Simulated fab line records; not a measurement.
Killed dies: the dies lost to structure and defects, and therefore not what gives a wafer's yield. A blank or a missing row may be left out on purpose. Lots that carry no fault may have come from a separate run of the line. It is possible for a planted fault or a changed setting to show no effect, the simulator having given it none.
A struck lot beside a sound one | flow nand harc | 36 steps out of a route of 1302
Sound: the wafers L449.1, L449.5, L449.6. The struck wafers were L439.1, L439.3, L439.4. The cause is given at the end.
Each step with rows lists, per side, the tool, then ch with its chambers, then its first start. Under that, the readings that differ: sound wafers | struck wafers | difference of the means | sigmas: that difference in standard deviations of wafers without a fault.
alike: a reading whose means differ by less than 2 such deviations, as well as words and numbers matching on both sides. not compared: withheld readings; readings where some wafer has no value; bounds like >300 that might hide an equal value; numbers whose values overlap and for which the record gives no deviation.
The two part at a step that has a row with sigmas, a row that says differs or no value, or rows on one side only. Non-overlapping numbers with no deviation appear without sigmas and do not part them. A reading that every wafer of one side lacks parts them only if that side has two wafers or more.

first, 3 steps without rows for these wafers: NHARC_A_STAIRCASE_STRIP_317 (strips in SPM, time 900 s); NHARC_A_STAIRCASE_PRECLEAN_318 (cleans in SC1); NHARC_A_STAIRCASE_SRD_329.
NHARC_A_STAIRCASE_ALD_415: deposits SiO2, target thk 30 nm, pulse time 6 s, ald cycles 300.
  sound on ald hk-02 ch 0,1,2, day 25 08:53; struck on ald hk-01 ch 0,2,3, day 21 10:40
  alike: heater power w, precursor pulse height rel
then, 7 steps without rows for these wafers: NHARC_A_STAIRCASE_ETCHBACK_416 (etches the open film in C4F8/O2/Ar, target depth 36 nm, time 7.2 s); NHARC_A_STAIRCASE_STRIP_476 (strips in O2, time 20 s); NHARC_A_STAIRCASE_DEP_417 (deposits Si3N4, target thk 60 nm); NHARC_A_STAIRCASE_WET_418 (chemistry H3PO4, target depth 20 nm); NHARC_A_STAIRCASE_PRECLEAN_419 (cleans in SC1); NHARC_A_STAIRCASE_SRD_421; NHARC_A_STAIRCASE_ALD_420 (deposits SiO2, target thk 20 nm, pulse time 6 s, ald cycles 200).
NHARC_A_STAIRCASE_CVD_552: deposits SiNx, target thk 40 nm.
  sound on lpcvd-01 ch 1, day 25 19:09; struck on lpcvd-02 ch 1, day 21 20:12
  reading               | sound             | struck            | difference | sigmas
  spike tc centre C (C) | 700.6 700.9 701.9 | 698.6 698.7 698.7 | -2.5       | -2
  alike: pressure mtorr, spike tc top C
NHARC_A_STAIRCASE_DEP_151: deposits SiO2, target thk 7200 nm.
  sound on pecvd-03 ch 0,1, day 25 22:46; struck on pecvd-02 ch 0,1, day 21 23:46
  alike: heater power w
then, 16 steps without rows for these wafers: NHARC_A_STAIRCASE_ANNEAL_320 (time 1800 s); NHARC_A_STAIRCASE_DEP_322 (deposits SiO2, target thk 7200 nm); NHARC_A_STAIRCASE_ANNEAL_323 (time 1800 s); NHARC_A_STAIRCASE_DEP_325 (deposits SiO2, target thk 7200 nm); NHARC_A_STAIRCASE_ANNEAL_326 (time 1800 s); NHARC_A_STAIRCASE_DEHYDRATE_433 (time 120 s); NHARC_A_STAIRCASE_HMDS_434 (time 30 s); NHARC_A_STAIRCASE_COAT_435; NHARC_A_STAIRCASE_SOFTBAKE_436 (time 170 s); NHARC_A_STAIRCASE_EBR_437; NHARC_A_STAIRCASE_EXPOSE_438 (exposes mask STAIR REV); NHARC_A_STAIRCASE_PEB_439 (peb time 130 s); NHARC_A_STAIRCASE_DEVELOP_440 (time 140 s); NHARC_A_STAIRCASE_HARDBAKE_442 (time 140 s); NHARC_A_STAIRCASE_DESCUM_443 (chemistry O2, time 3 s); NHARC_A_STAIRCASE_ETCH_444 (etches the open film in C4F8/O2, target depth 20400 nm, time 6800 s).
NHARC_A_STAIRCASE_STRIP_446: strips in O2.
  sound on plasma asher-01 ch 0,1, day 27 05:08; struck on plasma asher-02 ch 0,1, day 23 00:55
  alike: drypump motor current A, heater power w, rf refl power W, temp c
  not compared: rf hours counter h
then, 3 steps without rows for these wafers: NHARC_A_STAIRCASE_STRIP_447 (strips in SPM, time 900 s); NHARC_A_STAIRCASE_PRECLEAN_448 (cleans in SC1); NHARC_A_STAIRCASE_SRD_449.
NHARC_A_STAIRCASE_CMP_450: polishes SiO2, target thk 200 nm.
  sound on cmp-03 ch 0,3, day 27 05:56; struck on cmp-03 ch 0,1,2, day 23 01:45
  alike: motor current A, slurry flow ml min
NHARC_A_STAIRCASE_CMP_152: polishes.
  sound on cmp-03 ch 0,3, day 27 06:01; struck on cmp-03 ch 0,1,2, day 23 01:49
  alike: motor current A, slurry flow ml min
-- break in the record here, with 5 days between the starts of the struck wafers on either side (left off in module A_STAIRCASE, picked up again in module END, where the first step shown is number 1302 on the route) --
NHARC_END_SORT_01:
  sound on prober-01 ch 0, day 32 15:56; struck on prober-01 ch 0, day 28 13:32
  reading             | sound    | struck                                                               | difference                   | sigmas
  hold                | - - -    | await dispo/6.6h/scrap await dispo/6.6h/scrap await dispo/6.6h/scrap | no value on the sound wafers |
  killed at array     | 38 51 48 | 674 675 677                                                          | +630                         | +37
  killed at periphery | 6 2 13   | 3 2 0                                                                | -5                           | -2
  killed dies         | 45 54 62 | 677 677 677                                                          | +623                         | +37
  alike: killed at other, killed open, killed short

== WHERE THEY PART ==
Last at NHARC_END_SORT_01 as far as this record goes, first at NHARC_A_STAIRCASE_CVD_552.

WHY: what had been put in by the simulator
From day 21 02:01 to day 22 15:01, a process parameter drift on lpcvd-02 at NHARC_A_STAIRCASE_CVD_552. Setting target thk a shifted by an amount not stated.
